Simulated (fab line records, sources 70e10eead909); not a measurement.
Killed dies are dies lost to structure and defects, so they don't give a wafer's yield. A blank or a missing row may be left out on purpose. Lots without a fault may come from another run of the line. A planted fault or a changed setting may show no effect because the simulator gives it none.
A struck lot beside a sound one | flow nand_harc | 14 steps out of a route of 1302
Sound: wafers L841.1, L841.5, L841.6. Struck: wafers L852.2, L852.4, L852.6. The cause comes at the end.
At each step with rows: each side's tool, then ch and its chambers, then its first start. Under that, the readings that differ: sound wafers | struck wafers | difference of the means | sigmas: that difference in standard deviations of wafers without a fault.
alike: readings whose means differ by less than 2 such deviations, and words and numbers that are the same on both sides. not compared: withheld readings, readings that some wafer has no value for, bounds like >300 that may hide the same value, and numbers for which the record gives no deviation and whose values overlap.
The two part at a step that has a row with sigmas, a row that says differs or no value, or rows on one side only. Numbers that don't overlap but have no deviation are shown without sigmas and don't part them. A reading that every wafer of one side lacks parts them only if that side has two wafers or more.

first, 7 steps without rows for these wafers: NHARC_P_ZERO_WELL_COAT_64 (time 65 s); NHARC_P_ZERO_WELL_COAT_05 (resist thk 600 nm); NHARC_P_ZERO_WELL_SOFTBAKE_06 (time 70 s); NHARC_P_ZERO_WELL_EBR_07; NHARC_P_ZERO_WELL_EXPOSE_08 (exposes mask P ZERO, target cd 500 nm); NHARC_P_ZERO_WELL_PEB_09 (peb time 80 s); NHARC_P_ZERO_WELL_DEVELOP_10 (time 50 s).
NHARC_P_ZERO_WELL_CD_MEAS_11: target cd 500 nm.
  sound on cd_sem-01 ch 0, day 4 19:14; struck on cd_sem-02 ch 0, day 9 09:14
  alike: cd_nm
then, 1 step without rows for these wafers: NHARC_P_ZERO_WELL_HARDBAKE_12 (time 65 s).
NHARC_P_ZERO_WELL_DESCUM_13: chemistry O2, time 3 s.
  sound on rie_diel-12 ch 1,2,3, day 4 19:26; struck on rie_diel-12 ch 0,2, day 9 09:23
  alike: drypump_motor_current_A, oes_product_au, rf_vpp_V, showerhead_plenum_p_Torr, throttle_valve_pct
  not compared: rf_hours_counter_h
NHARC_P_ZERO_WELL_ETCH_65: etches the open film in N2/H2, target depth 80 nm, overetch 24 nm, time 87.88 s.
  sound on rie_diel-12 ch 2,3, day 4 19:30; struck on rie_diel-12 ch 1,2,3, day 9 09:29
  alike: drypump_motor_current_A, oes_product_au, rf_vpp_V, showerhead_plenum_p_Torr, throttle_valve_pct
  not compared: rf_hours_counter_h
NHARC_P_ZERO_WELL_ETCH_62: etches the open film in CHF3/Ar, target depth 13 nm, time 6.5 s.
  sound on rie_diel-12 ch 2,3; struck on rie_diel-12 ch 0,1,2
  alike: drypump_motor_current_A, oes_product_au, rf_vpp_V, showerhead_plenum_p_Torr, throttle_valve_pct
  not compared: rf_hours_counter_h
NHARC_P_ZERO_WELL_ETCH_63: etches the open film in HBr/Cl2, target depth 120 nm, time 40.1 s.
  sound on rie_si-06 ch 0,1, day 4 19:43; struck on rie_si-02 ch 0,1,2, day 9 09:38
  reading               | sound             | struck            | difference | sigmas
  oes_product_au (a.u.) | 0.995 1.002 1.005 | 1.192 1.201 1.211 | +0.201     | +24
  alike: drypump_motor_current_A, throttle_valve_pct
  not compared: rf_hours_counter_h
then, 1 step without rows for these wafers: NHARC_P_ZERO_WELL_STRIP_15 (strips in SPM, time 900 s).

WHERE THEY PART
Only at NHARC_P_ZERO_WELL_ETCH_63, within this record.

WHY: what the simulator had put in
Process parameter drift: rie_si-02, from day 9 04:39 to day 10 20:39, at NHARC_P_ZERO_WELL_ETCH_63. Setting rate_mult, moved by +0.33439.
